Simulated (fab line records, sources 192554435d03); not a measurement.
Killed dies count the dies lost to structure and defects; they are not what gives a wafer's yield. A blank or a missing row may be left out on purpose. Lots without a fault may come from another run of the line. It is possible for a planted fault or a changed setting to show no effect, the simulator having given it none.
Split-lot study    flow n5 finfet    21 wafers read from 7 lots, route of 1938 steps

== ON THE SPLIT ==
At N5_FIN_SAQP_PECVD_06 (deposits a-Si from SiH4/He, target thk 60 nm, time 48.1 s), the setting time s was moved away from the recipe's 48.1 s on 7 of the 21 wafers read, by -8.9% to +9.9%. This setting was run at the recipe's value on the other wafers.

== FROM THE SPLIT TO THE READING: what the file shows between them, 13 steps ==
- N5_FIN_SAQP_THK_MEAS_07
- N5_FIN_SAQP_EXPOSE_13: exposes mask FIN CORE, target cd 35.6 nm (also split here: dose mj)
- N5_FIN_SAQP_PEB_14: peb time 60 s
- N5_FIN_SAQP_DEVELOP_15: develop time 30 s
- N5_FIN_SAQP_ETCH_52: etches SOC in N2/H2, target depth 100 nm, overetch 20 nm, time 150 s
- N5_FIN_SAQP_STRIP_53: strips in N2/H2
- N5_FIN_SAQP_HM_OPEN_73: chemistry CHF3/O2, target SiO2, stops on a-Si, target depth 12 nm, time 16.8 s
- N5_FIN_SAQP_STRIP_74: strips in CHF3/O2
- N5_FIN_SAQP_MANDREL_ETCH_22: etches a-Si in HBr/Cl2, stops on SiNx, target depth 60 nm, bt time 10 s, time 30 s
- N5_FIN_SAQP_STRIP_55: strips in N2/H2
- N5_FIN_SAQP_STRIP_23: strips in SPM, time 750 s
- N5_FIN_SAQP_SRD_66: time 30 s
- N5_FIN_SAQP_RECESS_75: chemistry HF/NH3, target SiO2, target depth 14.4 nm, afs cycles 3, sublimation time 60 s

== THE READING ==
a-Si_of_FIN_SAQP_PECVD_06.thk nm (the simulator's own value, which no gauge read), in nm, at N5_FIN_SAQP_SPACER1_ALD_24 (deposits SiO2, target thk 20.3 nm, pulse time 1 s, purge time 2 s). There is no usual value for it anywhere in the file. Across the 14 wafers here that went through the recipe, the average is 59.6 nm and the standard deviation 0.82 nm.

wafer   tool, chamber at the split  time s as run, s  against the recipe  a-Si_of_FIN_SAQP_PECVD_06.thk nm, nm  against lot-mates on the recipe
L074.1  pecvd-03, 1                 52.88             +9.9%               66.2                                  no lot-mate on the recipe
L074.2  pecvd-03, 0                 52.88             +9.9%               66.2                                  no lot-mate on the recipe
L074.3  pecvd-03, 2                 52.88             +9.9%               65                                    no lot-mate on the recipe
L076.1  pecvd-03, 1                 43.8              -8.9%               54.6                                  -6.4
L076.2  pecvd-03, 0                 43.8              -8.9%               53.6                                  -7.4
L076.6  pecvd-03, 0                 48.1              recipe              61                                    -
L083.3  pecvd-03, 0                 48.1              recipe              59.4                                  -
L083.5  pecvd-03, 0                 48.1              recipe              59.4                                  -
L083.4  pecvd-03, 1                 50.5              +5.0%               63.2                                  +3.8
L089.1  pecvd-01, 0                 48.1              recipe              59                                    -
L089.4  pecvd-01, 0                 48.1              recipe              59.8                                  -
L089.5  pecvd-01, 1                 48.1              recipe              60                                    -
L092.1  pecvd-01, 1                 49.97             +3.9%               62                                    +2.4
L092.4  pecvd-01, 2                 48.1              recipe              59.4                                  -
L092.6  pecvd-01, 0                 48.1              recipe              59.8                                  -
L095.1  pecvd-01, 0                 48.1              recipe              58.6                                  -
L095.4  pecvd-01, 0                 48.1              recipe              58.6                                  -
L095.3  pecvd-01, 2                 48.1              recipe              58.2                                  -
L096.2  pecvd-01, 1                 48.1              recipe              60                                    -
L096.4  pecvd-01, 1                 48.1              recipe              61                                    -
L096.5  pecvd-01, 0                 48.1              recipe              60.4                                  -

THE FIT
A straight line over all 21 wafers: a-Si_of_FIN_SAQP_PECVD_06.thk nm changes by +0.624 nm for each +1% of time s; r = +0.97; the points scatter about the line by 0.76 nm.
The same after taking each lot's own level away (the mean of its wafers on the recipe; 18 wafers): +0.757 nm for each +1%; r = +0.99; scatter 0.36 nm.
Per that fit: largest time s move, reading shift of 7.5 nm.
From 58.47 to 61.00 nm: that is the span of the lots' own levels, equal to 3.1 times the standard deviation above.
Hence the slope depends on the lot-to-lot level, as the two fits are not the same.
Check: for one of the wafers moved furthest among these (-8.9%), held out of the fit, the line's prediction against its lot-mates is -7.11 nm. Against them it came out at -6.4 nm.

== OTHER SPLITS ON THESE WAFERS ==
Other splits were also applied to these wafers ahead of the reading. Each is held against what the fit with the lots' levels taken away leaves over:
other split on the same wafers  wafers away from the commonest value  r with a-Si_of_FIN_SAQP_PECVD_06.thk nm (lot level and that fit taken away)
N5_WELL_APT_COAT_02 spin rpm    7                                     -0.19
N5_FIN_SAQP_EXPOSE_13 dose mj   3                                     +0.42

== THE WHOLE CHAIN: every reading that the file lists as answering this split, in the file's order ==
step                         what it does                                                                        reading                                                                            change (the file's fit)                r (the file's)
N5_FIN_SAQP_PECVD_06         deposits a-Si from SiH4/He, target thk 60 nm, time 48.1 s                           a-Si_of_FIN_SAQP_PECVD_06.thk nm (the simulator's own value, which no gauge read)  +0.735 nm for each +1% of the setting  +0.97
N5_FIN_SAQP_THK_MEAS_07                                                                                          thk nm                                                                             withheld for each +1% of the setting   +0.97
N5_FIN_SAQP_HM_OPEN_73       chemistry CHF3/O2, target SiO2, stops on a-Si, target depth 12 nm, time 16.8 s      a-Si_of_FIN_SAQP_PECVD_06.thk nm (the simulator's own value, which no gauge read)  +0.742 nm for each +1% of the setting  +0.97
N5_FIN_SAQP_MANDREL_ETCH_22  etches a-Si in HBr/Cl2, stops on SiNx, target depth 60 nm, bt time 10 s, time 30 s  etch.depth nm (the simulator's own value, which no gauge read)                     +0.742 nm for each +1% of the setting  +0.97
N5_FIN_SAQP_SPACER1_ALD_24   deposits SiO2, target thk 20.3 nm, pulse time 1 s, purge time 2 s                   a-Si_of_FIN_SAQP_PECVD_06.thk nm (the simulator's own value, which no gauge read)  +0.75 nm for each +1% of the setting   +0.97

== THE FILE'S OWN FIT ==
a-Si_of_FIN_SAQP_PECVD_06.thk nm changes by +0.75 nm for each +1% of time s, r = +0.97.
